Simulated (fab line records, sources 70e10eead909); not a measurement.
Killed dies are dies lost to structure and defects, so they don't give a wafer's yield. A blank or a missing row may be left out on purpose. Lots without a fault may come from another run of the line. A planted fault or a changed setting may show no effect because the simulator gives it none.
Which tool did it? | flow nand_harc | 12 lots, 36 wafers sampled, at 1 step of a route of 1302

WHAT THE GAUGES READ, wafer by wafer
NHARC_A_CONTACT_OVL_MEAS_43.
lot  | measured     | on         | overlay_x_nm (nm) | overlay_y_nm (nm)
L428 | day 21 19:08 | overlay-02 | 2.1 2.6 1.8       | -1.8 -2.7 -2.5
L426 | day 21 23:50 | overlay-02 | 0.9 1.8 1.5       | -1.0 -1.0 -1.1
L429 | day 22 17:57 | overlay-01 | 1.3 1.5 1.0       | -1.4 -1.3 -1.1
L430 | day 22 18:06 | overlay-02 | 1.4 1.3 0.8       | -1.5 -1.7 -1.2
L436 | day 25 01:28 | overlay-02 | -1.6 -1.0 -0.8    | -1.0 -0.1 -1.2
L434 | day 25 02:25 | overlay-01 | 0.8 0.4 0.6       | -0.2 -0.2 -0.8
L435 | day 25 05:53 | overlay-02 | -0.4 -1.2 -0.9    | 0.4 0.8 0.5
L437 | day 26 02:47 | overlay-02 | -0.3 -0.6 -0.8    | -0.3 -0.4 -0.3
L439 | day 26 07:53 | overlay-01 | -0.8 -0.7 -0.6    | 1.0 1.4 1.1
L447 | day 30 06:36 | overlay-01 | -0.1 -0.4 -0.6    | 1.3 1.2 1.1
L448 | day 30 06:46 | overlay-01 | 0.1 -0.2 0.8      | -0.6 -0.3 0.5
L449 | day 30 08:09 | overlay-01 | -0.4 -0.5 -0.5    | 1.0 0.7 0.8

WHICH TOOL RAN EACH LOT (tool, then ch and the chambers of the sampled wafers, then the start)
The record holds no process step before these readings.

WHAT THE TOOLS THEMSELVES READ (means of the sampled wafers that have a number; where no wafer has one, the mark that the record gives instead)
The record holds no such reading with a usual standard deviation.

THE ANSWER, worked out from the rows above alone
Rule: what is usual is taken from the lots themselves. Put in order of their means at a reading, lots are off if they are a third of the lots or fewer, leave a main group of 4 or more, and stand apart from it by a gap of 3 or more times the standard deviation of the main group's means; of several such gaps the widest counts. A main group whose means are all the same, to the digits that the tables above print for the reading, isn't used. A lot without any number at a reading at which 4 lots or more have one is off too. The other lots that the step has rows for count as sound. The gauges are gone through in route order, then the tools' own readings, and for those a lot's mean is taken as printed above. The first step at which some lot is off is used, and at that step the reading that is off furthest; a lot without a number counts as furthest.
No lot is off at any reading shown: from this, nothing can be told.

WHAT THE SIMULATOR HAD PUT IN
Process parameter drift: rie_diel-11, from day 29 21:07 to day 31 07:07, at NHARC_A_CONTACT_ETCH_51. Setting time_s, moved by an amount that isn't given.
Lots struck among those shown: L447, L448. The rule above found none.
